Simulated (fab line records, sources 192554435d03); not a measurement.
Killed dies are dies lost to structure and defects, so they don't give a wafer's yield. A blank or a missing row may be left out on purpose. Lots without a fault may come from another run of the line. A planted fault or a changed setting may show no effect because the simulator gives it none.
A struck lot beside a sound one | flow n5_finfet | 29 steps out of a route of 1938
Sound: wafers L697.3, L697.4, L697.6. Struck: wafer L707.1. (L707.2 of the same lot was not struck and is left out.) The cause comes at the end.
At each step with rows: each side's tool, then ch and its chambers, then its first start. Under that, the readings that differ: sound wafers | struck wafers | difference of the means | sigmas: that difference in standard deviations of wafers without a fault.
alike: readings whose means differ by less than 2 such deviations, and words and numbers that are the same on both sides. not compared: withheld readings, readings that some wafer has no value for, bounds like >300 that may hide the same value, and numbers for which the record gives no deviation and whose values overlap.
The two part at a step that has a row with sigmas, a row that says differs or no value, or rows on one side only. Numbers that don't overlap but have no deviation are shown without sigmas and don't part them. A reading that every wafer of one side lacks parts them only if that side has two wafers or more.

first, 1 step without rows for these wafers: N5_BEOL_M14_ETCH_59 (etches BARC in N2/H2, target depth 89 nm, overetch 26.7 nm, time 67.9 s).
N5_BEOL_M14_VIA_ETCH_16: etches SiO2 in C4F8/O2/Ar, target depth 1231.3 nm.
  sound on rie_diel-02 ch 0,2,3, day 12 22:40; struck on rie_diel-01 ch 1, day 15 09:21
  alike: drypump_motor_current_A, he_inner_torr, oes_product_au, rf_vpp_V, showerhead_plenum_p_Torr, throttle_valve_pct
then, 1 step without rows for these wafers: N5_BEOL_M14_STRIP_63 (strips in O2).
N5_BEOL_M14_STRIP_64: strips in O2.
  sound on rie_diel-02 ch 0,2,3; struck on rie_diel-01 ch 1
  alike: drypump_motor_current_A, oes_product_au, rf_vpp_V, showerhead_plenum_p_Torr, temp_c, throttle_valve_pct
  not compared: rf_hours_counter_h
then, 2 steps without rows for these wafers: N5_BEOL_M14_STRIP_71 (strips in post etch residue remover, time 60 s); N5_BEOL_M14_SRD_72 (time 30 s, dry time 30 s).
N5_BEOL_M14_CD_MEAS_17: target cd 250 nm.
  sound on cd_sem-01, day 12 23:01; struck on cd_sem-02, day 15 09:42
  alike: cd_nm
then, 5 steps without rows for these wafers: N5_BEOL_M14_COAT_65 (time 60 s, resist thk 450 nm); N5_BEOL_M14_COAT_66 (time 60 s, resist thk 110 nm); N5_BEOL_M14_COAT_22 (resist thk 300 nm); N5_BEOL_M14_EBR_24; N5_BEOL_M14_SOFTBAKE_23 (time 60 s).
N5_BEOL_M14_EXPOSE_25: exposes mask M14, target cd 280 nm.
  sound on krf_scanner-01 ch 0, day 12 23:19; struck on krf_scanner-01 ch 0, day 15 09:59
  alike: mask
then, 3 steps without rows for these wafers: N5_BEOL_M14_PEB_26 (peb time 90 s); N5_BEOL_M14_DEVELOP_27 (develop time 45 s); N5_BEOL_M14_HARDBAKE_32 (time 120 s).
N5_BEOL_M14_CD_MEAS_28: target cd 284.4 nm.
  sound on cd_sem-02 ch 0, day 12 23:28; struck on cd_sem-03 ch 0, day 15 10:09
  reading    | sound             | struck | difference | sigmas
  cd_nm (nm) | 285.7 283.1 286.0 | 292.8  | +7.9       | +5
N5_BEOL_M14_OVL_MEAS_29:
  sound on overlay-01 ch 0, day 12 23:30; struck on overlay-01 ch 0, day 15 10:11
  alike: M14_OVL
N5_BEOL_M14_INSPECT_30: inspects for defects (macro).
  sound on defect_inspect-02, day 12 23:32; struck on defect_inspect-01, day 15 10:13
  alike: raw_defect_count
N5_BEOL_M14_DESCUM_33: chemistry O2, time 7.9 s.
  sound on rie_diel-05 ch 1,2, day 12 23:34; struck on rie_diel-02 ch 0, day 15 10:14
  reading                   | sound           | struck | difference | sigmas
  oes_product_au (a.u.)     | 0.67 0.69 0.69  | 0.96   | +0.28      | +3
  throttle_valve_pct (%)    | 20.1 20.7 20.7  | 19.7   | -0.8       | -3
  model.BEOL_M14.cd_nm (nm) | 285.8 283 285.8 | 292.4  | +7.5       |
  alike: drypump_motor_current_A, rf_vpp_V, showerhead_plenum_p_Torr, temp_c
  not compared: rf_hours_counter_h
N5_BEOL_M14_ETCH_67: etches SiARC in CF4, target depth 143 nm, time 238.3 s.
  sound on rie_diel-05 ch 1,2, day 12 23:36; struck on rie_diel-02 ch 0, day 15 10:17
  reading                | sound             | struck | difference | sigmas
  oes_product_au (a.u.)  | 0.58 0.58 0.59    | 0.83   | +0.25      | +3
  throttle_valve_pct (%) | 15.38 15.89 15.89 | 14.97  | -0.75      | -3
  alike: drypump_motor_current_A, etch_rf_on_time_s, rf_vpp_V, showerhead_plenum_p_Torr
  not compared: rf_hours_counter_h
N5_BEOL_M14_ETCH_68: etches SOC in N2/H2, time 450 s.
  sound on rie_diel-05 ch 1,2, day 12 23:44; struck on rie_diel-02 ch 0, day 15 10:25
  reading                | sound             | struck | difference | sigmas
  oes_product_au (a.u.)  | 0.68 0.69 0.69    | 0.97   | +0.28      | +3
  throttle_valve_pct (%) | 17.55 18.09 18.08 | 17.04  | -0.87      | -3
  alike: drypump_motor_current_A, rf_vpp_V, showerhead_plenum_p_Torr, temp_c
  not compared: rf_hours_counter_h
then, 1 step without rows for these wafers: N5_BEOL_M14_STRIP_69 (strips in N2/H2).
N5_BEOL_M14_TRENCH_ETCH_34: etches SiO2 in C4F8/O2/Ar, target depth 556.65 nm, time 126.9 s.
  sound on rie_diel-05 ch 1,2, day 13 00:01; struck on rie_diel-02 ch 0, day 15 10:42
  reading                | sound          | struck | difference | sigmas
  oes_product_au (a.u.)  | 0.68 0.68 0.68 | 0.95   | +0.27      | +3
  throttle_valve_pct (%) | 30.3 31.3 31.3 | 30.1   | -0.9       | -2
  alike: drypump_motor_current_A, he_inner_torr, rf_vpp_V, showerhead_plenum_p_Torr
  not compared: rf_hours_counter_h
then, 1 step without rows for these wafers: N5_BEOL_M14_STRIP_70 (strips in C4F8/O2/Ar).
N5_BEOL_M14_OCD_MEAS_35:
  sound on ocd-02, day 13 00:11; struck on ocd-01, day 15 10:51
  alike: trench_depth_nm
then, 1 step without rows for these wafers: N5_BEOL_M14_STRIP_37 (strips in O2).
N5_BEOL_M14_ETCH_38: etches SiCN in CF4/N2, target depth 106.5 nm, time 120.6 s.
  sound on rie_diel-05 ch 0,2,3; struck on rie_diel-02 ch 3
  reading                   | sound             | struck | difference | sigmas
  model.BEOL_M14.cd_nm (nm) | 280.8 279.2 282.8 | 286.8  | +5.9       |
  alike: drypump_motor_current_A, oes_product_au, rf_vpp_V, showerhead_plenum_p_Torr, throttle_valve_pct
  not compared: rf_hours_counter_h
then, 1 step without rows for these wafers: N5_BEOL_M14_PRECLEAN_39 (cleans in residue remover, time 60 s).

WHERE THEY PART
First at N5_BEOL_M14_CD_MEAS_28; last, within this record, at N5_BEOL_M14_TRENCH_ETCH_34. Later steps at which nothing parts them and some readings are alike: N5_BEOL_M14_OCD_MEAS_35, N5_BEOL_M14_ETCH_38.

WHY: what the simulator had put in
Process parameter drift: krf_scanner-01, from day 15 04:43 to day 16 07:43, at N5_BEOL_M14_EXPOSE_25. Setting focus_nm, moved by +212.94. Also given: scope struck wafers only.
